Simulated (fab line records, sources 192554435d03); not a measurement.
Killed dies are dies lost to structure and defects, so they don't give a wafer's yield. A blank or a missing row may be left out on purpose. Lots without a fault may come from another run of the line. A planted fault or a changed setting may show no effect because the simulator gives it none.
Chamber matching | flow n5_finfet | N5_SPACER0_ALD_08 on ald_sin-03: 4 sister chambers
The step deposits SiNx, target thk 2 nm. 4 wafers are shown with their chamber, then 7 later ones without.

WAFERS WITH THEIR CHAMBER
wafer  | chamber | heater_power_w (W)
L081.1 | 0       | 844
L081.3 | 1       | 826
L085.1 | 3       | 863
L085.3 | 2       | 742

WAFERS WITHOUT THEIR CHAMBER
wafer  | heater_power_w (W)
L085.5 | 760
L087.1 | 828
L087.2 | 845
L087.5 | 849
L090.1 | 844
L090.5 | 901
L090.6 | 829

WHICH CHAMBER EACH WENT THROUGH
wafer  | from the rows above          | in truth
L085.5 | 2                            | 2
L087.1 | can't be placed: 1 or 0      | 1
L087.2 | can't be placed: 0 or 3 or 1 | 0
L087.5 | can't be placed: 0 or 3 or 1 | 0
L090.1 | can't be placed: 0 or 1 or 3 | 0
L090.5 | can't be placed: 3 or 0      | 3
L090.6 | can't be placed: 1 or 0 or 3 | 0
Placed correctly: 1 of 7. Can't be placed from these rows: 6 (the true chamber is among the candidates in 6). Placed wrongly: 0.
How it was worked out, from the rows above alone: a wafer's distance from a chamber is the root of the sum, over the readings, of the square of ((its reading less the chamber's mean) divided by the reading's scatter). The wafer belongs to the nearest chamber; if the next one is less than 2 further off, it can't be placed. A chamber's mean is the mean of its shown wafers. The scatter: with one shown wafer a chamber, the root of the mean of the squares of how far each hidden wafer lies from its nearest shown one.
